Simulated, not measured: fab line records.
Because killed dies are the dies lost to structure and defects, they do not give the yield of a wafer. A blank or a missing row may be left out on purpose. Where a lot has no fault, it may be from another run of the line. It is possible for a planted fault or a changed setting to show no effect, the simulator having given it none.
Matching of chambers / flow nand-harc / rie-diel-01 running NHARC_A_STAIRCASE_DESCUM_11: 4 sister chambers
The step chemistry O2, time 3 s. 24 wafers are shown with their chamber, then 12 later ones without.

EACH WAFER AND ITS CHAMBER
wafer=L077.1; chamber=3; drypump-motor-current-A (A)=5.2; showerhead-plenum-p-Torr (Torr)=2.01; rf-vpp-V (V)=57.9
wafer=L077.2; chamber=1; drypump-motor-current-A (A)=5.5; showerhead-plenum-p-Torr (Torr)=1.81; rf-vpp-V (V)=57.7
wafer=L077.3; chamber=0; drypump-motor-current-A (A)=5.8; showerhead-plenum-p-Torr (Torr)=2.00; rf-vpp-V (V)=56.6
wafer=L077.4; chamber=2; drypump-motor-current-A (A)=4.8; showerhead-plenum-p-Torr (Torr)=1.95; rf-vpp-V (V)=57.0
wafer=L077.5; chamber=0; drypump-motor-current-A (A)=5.8; showerhead-plenum-p-Torr (Torr)=2.00; rf-vpp-V (V)=56.6
wafer=L077.6; chamber=3; drypump-motor-current-A (A)=5.2; showerhead-plenum-p-Torr (Torr)=2.01; rf-vpp-V (V)=57.6
wafer=L075.2; chamber=0; drypump-motor-current-A (A)=5.8; showerhead-plenum-p-Torr (Torr)=2.00; rf-vpp-V (V)=58.3
wafer=L075.4; chamber=1; drypump-motor-current-A (A)=5.5; showerhead-plenum-p-Torr (Torr)=1.81; rf-vpp-V (V)=57.1
wafer=L075.6; chamber=3; drypump-motor-current-A (A)=5.1; showerhead-plenum-p-Torr (Torr)=2.01; rf-vpp-V (V)=57.4
wafer=L078.3; chamber=0; drypump-motor-current-A (A)=5.8; showerhead-plenum-p-Torr (Torr)=2.00; rf-vpp-V (V)=58.2
wafer=L078.4; chamber=1; drypump-motor-current-A (A)=5.4; showerhead-plenum-p-Torr (Torr)=1.81; rf-vpp-V (V)=57.1
wafer=L078.5; chamber=0; drypump-motor-current-A (A)=5.8; showerhead-plenum-p-Torr (Torr)=2.00; rf-vpp-V (V)=58.0
wafer=L080.1; chamber=1; drypump-motor-current-A (A)=5.5; showerhead-plenum-p-Torr (Torr)=1.81; rf-vpp-V (V)=56.9
wafer=L080.2; chamber=3; drypump-motor-current-A (A)=5.2; showerhead-plenum-p-Torr (Torr)=2.00; rf-vpp-V (V)=58.6
wafer=L080.3; chamber=0; drypump-motor-current-A (A)=5.8; showerhead-plenum-p-Torr (Torr)=2.00; rf-vpp-V (V)=58.0
wafer=L087.1; chamber=0; drypump-motor-current-A (A)=5.8; showerhead-plenum-p-Torr (Torr)=1.99; rf-vpp-V (V)=58.3
wafer=L087.4; chamber=2; drypump-motor-current-A (A)=4.8; showerhead-plenum-p-Torr (Torr)=1.94; rf-vpp-V (V)=56.9
wafer=L087.5; chamber=0; drypump-motor-current-A (A)=5.8; showerhead-plenum-p-Torr (Torr)=1.99; rf-vpp-V (V)=57.9
wafer=L091.2; chamber=0; drypump-motor-current-A (A)=5.8; showerhead-plenum-p-Torr (Torr)=1.99; rf-vpp-V (V)=58.3
wafer=L091.4; chamber=1; drypump-motor-current-A (A)=5.5; showerhead-plenum-p-Torr (Torr)=1.80; rf-vpp-V (V)=56.7
wafer=L091.6; chamber=3; drypump-motor-current-A (A)=5.2; showerhead-plenum-p-Torr (Torr)=2.00; rf-vpp-V (V)=58.2
wafer=L092.2; chamber=3; drypump-motor-current-A (A)=5.2; showerhead-plenum-p-Torr (Torr)=2.00; rf-vpp-V (V)=57.8
wafer=L092.3; chamber=2; drypump-motor-current-A (A)=4.8; showerhead-plenum-p-Torr (Torr)=1.94; rf-vpp-V (V)=56.9
wafer=L092.6; chamber=0; drypump-motor-current-A (A)=5.8; showerhead-plenum-p-Torr (Torr)=1.99; rf-vpp-V (V)=58.0

SIGNATURES (means of the wafers above)
reading=drypump-motor-current-A; chamber 0=5.800; chamber 1=5.480; chamber 2=4.800; chamber 3=5.183; scatter within a chamber=0.0286
reading=showerhead-plenum-p-Torr; chamber 0=1.9960; chamber 1=1.8080; chamber 2=1.9433; chamber 3=2.0050; scatter within a chamber=0.00518
reading=rf-vpp-V; chamber 0=57.820; chamber 1=57.100; chamber 2=56.933; chamber 3=57.917; scatter within a chamber=0.52
Rule: for each reading, subtract the chamber's mean from the wafer's reading, divide by that reading's scatter and square the result; add these up over the readings and take the root, which gives the wafer's distance from the chamber. If the next closest chamber is less than 2 further off than the closest, the wafer can't be placed; otherwise it belongs to the closest. How the scatter is found: for the shown wafers, subtract from each reading the mean of its chamber, square and add these, divide the total by (wafers less chambers), then take the root.

WAFERS WHOSE CHAMBER IS MISSING
wafer=L093.2; drypump-motor-current-A (A)=5.5; showerhead-plenum-p-Torr (Torr)=1.80; rf-vpp-V (V)=55.7
wafer=L093.3; drypump-motor-current-A (A)=4.8; showerhead-plenum-p-Torr (Torr)=1.94; rf-vpp-V (V)=57.4
wafer=L093.4; drypump-motor-current-A (A)=5.7; showerhead-plenum-p-Torr (Torr)=1.99; rf-vpp-V (V)=57.5
wafer=L095.2; drypump-motor-current-A (A)=5.8; showerhead-plenum-p-Torr (Torr)=1.99; rf-vpp-V (V)=58.1
wafer=L095.5; drypump-motor-current-A (A)=5.5; showerhead-plenum-p-Torr (Torr)=1.80; rf-vpp-V (V)=58.1
wafer=L095.6; drypump-motor-current-A (A)=4.8; showerhead-plenum-p-Torr (Torr)=1.94; rf-vpp-V (V)=57.4
wafer=L097.3; drypump-motor-current-A (A)=4.9; showerhead-plenum-p-Torr (Torr)=1.93; rf-vpp-V (V)=57.7
wafer=L097.4; drypump-motor-current-A (A)=5.2; showerhead-plenum-p-Torr (Torr)=1.99; rf-vpp-V (V)=58.0
wafer=L097.6; drypump-motor-current-A (A)=4.8; showerhead-plenum-p-Torr (Torr)=1.93; rf-vpp-V (V)=57.4
wafer=L096.3; drypump-motor-current-A (A)=5.8; showerhead-plenum-p-Torr (Torr)=1.99; rf-vpp-V (V)=58.0
wafer=L096.4; drypump-motor-current-A (A)=5.1; showerhead-plenum-p-Torr (Torr)=1.99; rf-vpp-V (V)=57.3
wafer=L096.5; drypump-motor-current-A (A)=5.8; showerhead-plenum-p-Torr (Torr)=1.99; rf-vpp-V (V)=56.9

WHICH CHAMBER EACH WENT THROUGH
wafer=L093.2; from the rows above=1; in truth=1
wafer=L093.3; from the rows above=2; in truth=2
wafer=L093.4; from the rows above=0; in truth=0
wafer=L095.2; from the rows above=0; in truth=0
wafer=L095.5; from the rows above=1; in truth=1
wafer=L095.6; from the rows above=2; in truth=2
wafer=L097.3; from the rows above=2; in truth=2
wafer=L097.4; from the rows above=3; in truth=3
wafer=L097.6; from the rows above=2; in truth=2
wafer=L096.3; from the rows above=0; in truth=0
wafer=L096.4; from the rows above=3; in truth=3
wafer=L096.5; from the rows above=0; in truth=0
Correctly placed: 12 of 12. Number that these rows cannot place: 0. Placed wrongly: 0.
